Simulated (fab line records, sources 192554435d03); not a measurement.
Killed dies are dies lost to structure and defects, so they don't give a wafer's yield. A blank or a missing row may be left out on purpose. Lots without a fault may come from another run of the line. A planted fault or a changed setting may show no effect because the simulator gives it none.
One fault seen from 2 desks | flow n5_finfet | each desk has only its own numbers; what lay behind them comes last

THE METROLOGY DESK
What the gauges read, lot by lot, whatever tool the lot ran on: means of the sampled wafers that have a number. A lot is out of limits, marked OUT, if its mean lies more than 4 standard deviations from the usual mean; the brackets give that distance.
Columns: A = cd_nm at N5_BEOL_M15_CD_MEAS_28, usual 407.6 nm
lot  | first seen here | A
L388 | day 12 12:43    | 407.1
L390 | day 12 12:45    | 408.0
L389 | day 12 13:47    | 407.9
L396 | day 15 03:46    | 409.1
L399 | day 16 18:59    | 409.1
L400 | day 17 02:51    | 408.2
L403 | day 17 10:49    | 407.1
L408 | day 18 00:20    | 407.1
L405 | day 18 00:37    | 406.7
L410 | day 18 23:20    | 406.0
L411 | day 19 20:48    | 406.7
This desk's finding: nothing out of limits on any of the 11 lots.

THE TOOL OWNER'S DESK: pvd_sputter-03
The tool's own readings at N5_BEOL_M15_SPUTTER_43 (material TaN, target thk 15 nm, time 24.19 s): means of the sampled wafers that have a number, for each lot that ran on this tool. A lot is out of limits, marked OUT, if its mean lies more than 4 standard deviations from the usual mean; the brackets give that distance.
Columns: A = cathode_dc_power_W at N5_BEOL_M15_SPUTTER_43, usual 15000 W; B = throttle_valve_pct at N5_BEOL_M15_SPUTTER_43, usual 29.8 %
lot  | first seen here | A                       | B
L388 | day 12 15:42    | 15001                   | 29.9
L390 | day 12 18:17    | 15004                   | 30.1
L399 | day 16 22:47    | 16614 (+99 or more) OUT | 29.3
L400 | day 17 04:50    | 16614 (+99 or more) OUT | 29.6
This desk's finding: out of limits on L399, L400; first on L399, day 16 22:47 (cathode_dc_power_W at N5_BEOL_M15_SPUTTER_43). In limits: L388, L390.

PUT TOGETHER
The tool owner's desk could have raised an alarm at day 16 22:47, on L399, L400.
The metrology desk saw nothing out of limits.
The metrology desk has L399, L400 on record, within its limits.
Of the lots named, all ran N5_BEOL_M15_SPUTTER_43 on pvd_sputter-03.

WHAT THE SIMULATOR HAD PUT IN
Process parameter drift: pvd_sputter-03, from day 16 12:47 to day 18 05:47, at N5_BEOL_M15_SPUTTER_43. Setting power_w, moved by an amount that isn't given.
Lots struck among those shown: L399, L400.
Hours from the fault's start to each desk's first reading out of limits: the tool owner's desk, 10.
